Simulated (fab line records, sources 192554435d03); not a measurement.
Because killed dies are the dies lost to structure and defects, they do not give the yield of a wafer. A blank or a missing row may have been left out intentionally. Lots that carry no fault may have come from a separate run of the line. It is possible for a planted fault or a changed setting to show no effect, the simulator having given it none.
8D (eight disciplines) problem report, filled in by code -- flow n5_finfet -- the parts of the form that need people (team, actions taken, sign-off) are left out

## 1. THE ISSUE
run_length_s at N5_BEOL_M1_CO_CAP_55 reads a mean of 173.0 s on 6 wafers of 2 lots; wafers without a fault read 124.8 s with a standard deviation of 0.61. That puts it +79 standard deviations away from the usual mean.
The step: material Co, precursor CCTBA/H2, target thk 2 nm, time 102.1 s.
First seen on wafer L755.1, day 8 13:01, on cvd_co-01. Wafers with a number at this step in the record: 30, from 10 lots. Rule for "out", or "out of limits": more than 4 standard deviations from the usual mean. The rest of the wafers with a number are treated as sound.

## 2. WHAT THIS IS AND IS NOT
question,is,is not
which readings at this step,run_length_s,"heater_power_outer_w, heater_power_w"
which lots,"L755, L761","L749, L750, L751, L752, L753, L756, L766, L770"
which wafers of those lots,all that have a number,-
read on which tools,cvd_co-01,cvd_co-02
when,from day 8 13:01,"up to then (15 sound wafers); but 9 sound wafers of L756, L766, L770 came after"

## 3. SUSPECTS, AND WHAT RULES EACH OUT
Counting: a tool at a process step up to the reading stays a suspect if it ran every lot that is out and no sound lot after the first of them.
- cvd_co-01 at N5_BEOL_M1_CO_CAP_55 (material Co, precursor CCTBA/H2, target thk 2 nm, time 102.1 s): ruled out as a lasting fault. Sound lots L770 ran on it after its first lot that is out, L755 (day 8 13:01).
Left after counting: nothing in the record.

## 4. THE CAUSE (what the simulator had put in)
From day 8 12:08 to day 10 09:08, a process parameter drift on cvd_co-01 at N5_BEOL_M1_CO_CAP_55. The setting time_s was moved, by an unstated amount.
Counting ruled it out, wrongly.

## 5. THE CHAIN OF EFFECTS, in route order
Each row: a reading whose mean over the struck wafers that have a number lies more than 3 standard deviations from the usual. Readings are gone through only where the record gives a usual standard deviation; hours: the median, over the lots, of the time from a lot's start at the first step in this table giving one to that lot's start at this step; sigmas: the change measured in usual standard deviations.
hours,step,reading,usual,on struck wafers,change,sigmas
0,N5_BEOL_M1_CO_CAP_55,run_length_s,124.8 s,173.0,+48.2,+79
Here are the process steps it includes:
- N5_BEOL_M1_CO_CAP_55: material Co, precursor CCTBA/H2, target thk 2 nm, time 102.1 s.
Later steps that measure or inspect, where all struck wafers having a row at the step show a number for every such reading and not one has moved that far: N5_BEOL_M4_RC_MEAS_101.

## 6. HOW IT WOULD HAVE BEEN CAUGHT EARLIER
In this record the first reading out of limits was taken at day 8 13:01, 1 hour after the fault began at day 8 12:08.
